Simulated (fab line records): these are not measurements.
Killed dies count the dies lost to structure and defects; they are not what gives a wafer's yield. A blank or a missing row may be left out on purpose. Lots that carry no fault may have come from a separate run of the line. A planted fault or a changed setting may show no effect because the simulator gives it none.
Chamber matching :: flow nand_harc :: 4 sister chambers for NHARC_P_M2_CMP_23 on cmp-02
The step polishes, t overpolish 20 s, target thk 144.3 nm. 16 wafers are shown with their chamber, then 8 later ones without.

WAFERS WITH THEIR CHAMBER
wafer: L076.1
chamber: 1
motor_current_A (A): 13.5
time_to_endpoint_s (s): 30.2
edge_zone_pressure_frac: 0.997

wafer: L076.2
chamber: 0
motor_current_A (A): 11.5
time_to_endpoint_s (s): 32.5
edge_zone_pressure_frac: 1.000

wafer: L076.6
chamber: 1
motor_current_A (A): 13.5
time_to_endpoint_s (s): 29.5
edge_zone_pressure_frac: 0.999

wafer: L077.3
chamber: 1
motor_current_A (A): 13.4
time_to_endpoint_s (s): 29.3
edge_zone_pressure_frac: 1.003

wafer: L077.5
chamber: 0
motor_current_A (A): 11.9
time_to_endpoint_s (s): 30.5
edge_zone_pressure_frac: 1.006

wafer: L077.6
chamber: 1
motor_current_A (A): 12.5
time_to_endpoint_s (s): 25.9
edge_zone_pressure_frac: 1.006

wafer: L080.1
chamber: 0
motor_current_A (A): 12.3
time_to_endpoint_s (s): 33.6
edge_zone_pressure_frac: 1.005

wafer: L080.2
chamber: 1
motor_current_A (A): 13.3
time_to_endpoint_s (s): 28.8
edge_zone_pressure_frac: 1.003

wafer: L080.3
chamber: 3
motor_current_A (A): 10.8
time_to_endpoint_s (s): 28.2
edge_zone_pressure_frac: 0.995

wafer: L082.3
chamber: 2
motor_current_A (A): 14.6
time_to_endpoint_s (s): 28.8
edge_zone_pressure_frac: 1.000

wafer: L082.4
chamber: 0
motor_current_A (A): 11.9
time_to_endpoint_s (s): 33.2
edge_zone_pressure_frac: 1.003

wafer: L082.5
chamber: 0
motor_current_A (A): 11.7
time_to_endpoint_s (s): 33.2
edge_zone_pressure_frac: 0.998

wafer: L087.3
chamber: 0
motor_current_A (A): 12.0
time_to_endpoint_s (s): 29.1
edge_zone_pressure_frac: 0.993

wafer: L087.5
chamber: 0
motor_current_A (A): 11.5
time_to_endpoint_s (s): 28.9
edge_zone_pressure_frac: 1.002

wafer: L087.6
chamber: 1
motor_current_A (A): 13.8
time_to_endpoint_s (s): 25.1
edge_zone_pressure_frac: 1.000

wafer: L090.3
chamber: 2
motor_current_A (A): 13.2
time_to_endpoint_s (s): 28.5
edge_zone_pressure_frac: 1.001

SIGNATURES (means of the wafers above)
reading: motor_current_A
chamber 0: 11.829
chamber 1: 13.333
chamber 2: 13.900
chamber 3: 10.800
scatter within a chamber: 0.452

reading: time_to_endpoint_s
chamber 0: 31.571
chamber 1: 28.133
chamber 2: 28.650
chamber 3: 28.200
scatter within a chamber: 1.98

reading: edge_zone_pressure_frac
chamber 0: 1.00100
chamber 1: 1.00133
chamber 2: 1.00050
chamber 3: 0.99500
scatter within a chamber: 0.00381
Rule: for each reading, subtract the chamber's mean from the wafer's reading, divide by that reading's scatter and square the result; add these up over the readings and take the root, which gives the wafer's distance from the chamber. The wafer belongs to the nearest chamber; if the next one is less than 2 further off, it can't be placed. How the scatter is found: for the shown wafers, subtract from each reading the mean of its chamber, square and add these, divide the total by (wafers less chambers), then take the root.

WAFERS MISSING THEIR CHAMBER
wafer: L090.4
motor_current_A (A): 12.5
time_to_endpoint_s (s): 27.1
edge_zone_pressure_frac: 1.003

wafer: L090.6
motor_current_A (A): 14.3
time_to_endpoint_s (s): 28.7
edge_zone_pressure_frac: 0.996

wafer: L091.1
motor_current_A (A): 10.8
time_to_endpoint_s (s): 31.7
edge_zone_pressure_frac: 1.005

wafer: L091.2
motor_current_A (A): 13.5
time_to_endpoint_s (s): 31.4
edge_zone_pressure_frac: 1.003

wafer: L091.4
motor_current_A (A): 11.2
time_to_endpoint_s (s): 31.0
edge_zone_pressure_frac: 0.999

wafer: L097.2
motor_current_A (A): 13.1
time_to_endpoint_s (s): 28.5
edge_zone_pressure_frac: 0.995

wafer: L097.3
motor_current_A (A): 9.9
time_to_endpoint_s (s): 29.4
edge_zone_pressure_frac: 1.006

wafer: L097.5
motor_current_A (A): 11.7
time_to_endpoint_s (s): 30.1
edge_zone_pressure_frac: 0.994

WHICH CHAMBER EACH WENT THROUGH
wafer: L090.4
from the rows above: can't be placed: 1 or 0 or 2
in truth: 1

wafer: L090.6
from the rows above: can't be placed: 2 or 1
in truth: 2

wafer: L091.1
from the rows above: can't be placed: 0 or 3
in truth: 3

wafer: L091.2
from the rows above: can't be placed: 1 or 2 or 0
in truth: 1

wafer: L091.4
from the rows above: can't be placed: 0 or 3
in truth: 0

wafer: L097.2
from the rows above: can't be placed: 1 or 2 or 0
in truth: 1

wafer: L097.3
from the rows above: can't be placed: 3 or 0
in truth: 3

wafer: L097.5
from the rows above: can't be placed: 0 or 3
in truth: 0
0 of 8 placed correctly. Can't be placed from these rows: 8 (the true chamber is among the candidates in 8). Placed wrongly: 0.
